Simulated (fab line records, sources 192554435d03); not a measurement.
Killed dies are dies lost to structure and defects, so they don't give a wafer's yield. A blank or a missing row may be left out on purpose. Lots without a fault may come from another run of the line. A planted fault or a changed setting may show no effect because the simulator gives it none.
Chamber matching | flow n5_finfet | N5_SPACER0_ALD_00 on ald_sin-01: 4 sister chambers
The step deposits SiOCN, target thk 3.5 nm, pulse time 3 s, purge time 2 s. 4 wafers are shown with their chamber, then 7 later ones without.

WAFERS WITH THEIR CHAMBER
wafer  | chamber | heater_power_w (W)
L082.1 | 3       | 879
L082.2 | 2       | 901
L082.4 | 0       | 697
L085.5 | 1       | 823

WAFERS WITHOUT THEIR CHAMBER
wafer  | heater_power_w (W)
L085.6 | 883
L086.1 | 825
L086.3 | 692
L086.4 | 905
L088.1 | 850
L088.3 | 912
L088.4 | 888

WHICH CHAMBER EACH WENT THROUGH
wafer  | from the rows above     | in truth
L085.6 | can't be placed: 3 or 2 | 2
L086.1 | 1                       | 1
L086.3 | 0                       | 0
L086.4 | can't be placed: 2 or 3 | 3
L088.1 | can't be placed: 1 or 3 | 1
L088.3 | can't be placed: 2 or 3 | 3
L088.4 | can't be placed: 3 or 2 | 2
Placed correctly: 2 of 7. Can't be placed from these rows: 5 (the true chamber is among the candidates in 5). Placed wrongly: 0.
How it was worked out, from the rows above alone: a wafer's distance from a chamber is the root of the sum, over the readings, of the square of ((its reading less the chamber's mean) divided by the reading's scatter). The wafer belongs to the nearest chamber; if the next one is less than 2 further off, it can't be placed. A chamber's mean is the mean of its shown wafers. The scatter: with one shown wafer a chamber, the root of the mean of the squares of how far each hidden wafer lies from its nearest shown one.
